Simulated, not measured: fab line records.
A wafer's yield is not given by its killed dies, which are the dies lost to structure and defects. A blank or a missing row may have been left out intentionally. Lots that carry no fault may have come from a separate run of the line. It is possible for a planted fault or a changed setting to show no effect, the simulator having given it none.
One fault seen from 2 desks -- flow nandHarc -- what lay behind the numbers comes last; until then each desk has only its own

== METROLOGY DESK ==
What the gauges read for every lot (on any tool): the sampled wafers with a number, averaged. If a lot's mean is further than 4 standard deviations from the usual mean, the lot is out of limits and carries the mark OUT (the distance appears in the brackets).
Columns: A = overlayXNm at NHARC_A_CONTACT_OVL_MEAS_70, usual 0.2 nm; B = overlayYNm at NHARC_A_CONTACT_OVL_MEAS_70, usual -0.1 nm
lot,first seen here,A,B
L302,day 21 19:29,0.3,0.0
L306,day 22 15:14,0.3,-0.2
L304,day 23 16:48,1.4,-1.6
L308,day 23 23:03,-0.4,0.9
L311,day 26 00:40,-0.2,-0.8
L312,day 26 05:41,-1.4,0.6
L313,day 26 06:08,-0.8,-2.0
L314,day 27 05:09,0.9,-0.8
L315,day 27 05:38,-0.7,0.4
L316,day 28 05:25,0.2,0.6
L324,day 30 19:21,0.8,1.5
L325,day 31 09:49,0.9,0.1
This desk found nothing out of limits on any of the 12 lots.

== AT THE TOOL OWNER'S DESK: rieDiel-04 ==
The tool's own readings at NHARC_A_CONTACT_ETCH_77 (etches the open film in CF4/CHF3, target depth 108.9 nm, time 54.5 s): means of the sampled wafers that have a number, for each lot that ran on this tool. If a lot's mean is further than 4 standard deviations from the usual mean, the lot is out of limits and carries the mark OUT (the distance appears in the brackets).
Columns: A = drypumpMotorCurrentA at NHARC_A_CONTACT_ETCH_77, usual 5.8 A; B = mfcArSccm at NHARC_A_CONTACT_ETCH_77, usual 0.008 sccm; C = oesProductAu at NHARC_A_CONTACT_ETCH_77, usual 0.938 a.u.; D = rfVppV at NHARC_A_CONTACT_ETCH_77, usual 371.1 V; E = runLengthS at NHARC_A_CONTACT_ETCH_77, usual 76.0 s; F = showerheadPlenumPTorr at NHARC_A_CONTACT_ETCH_77, usual 1.59 Torr; G = throttleValvePct at NHARC_A_CONTACT_ETCH_77, usual 16.802 %
lot,first seen here,A,B,C,D,E,F,G
L304,day 23 17:44,6.6,0.007,0.962,373.0,76.0,1.66,16.794
L308,day 23 23:40,5.5,0.000,0.974,371.0,76.2,1.57,16.796
L312,day 26 06:24,6.1,0.011,0.924,373.7,76.1,1.65,16.805
L313,day 26 07:25,5.9,0.007,0.932,372.2,76.3,1.63,16.798
L314,day 27 05:47,5.9,0.007,0.928,371.8,75.9,1.61,16.804
L315,day 27 06:49,6.3,0.007,0.934,372.0,70.7 (-17) OUT,1.64,16.802
L316,day 28 06:02,5.9,0.007,0.930,372.6,71.1 (-15) OUT,1.62,16.798
Finding of this desk: L315, L316 out of limits; the first was L315 at day 27 06:49, on runLengthS at NHARC_A_CONTACT_ETCH_77. L304, L308, L312, L313, L314: within limits.

== TAKEN TOGETHER ==
An alarm could have come from the tool owner's desk at day 27 06:49, on L315, L316.
Metrology desk: nothing out of limits seen.
The metrology desk holds a record of L315, L316, inside its limits.
Of the lots named, all ran NHARC_A_CONTACT_ETCH_77 on rieDiel-04.

== WHAT WAS PUT IN BY THE SIMULATOR ==
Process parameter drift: rieDiel-04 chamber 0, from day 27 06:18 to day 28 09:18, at NHARC_A_CONTACT_ETCH_77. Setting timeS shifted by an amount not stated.
Lots struck among those shown: L315, L316.
How many hours passed from the start of the fault until each desk's first out-of-limits reading: the tool owner's desk, 1.
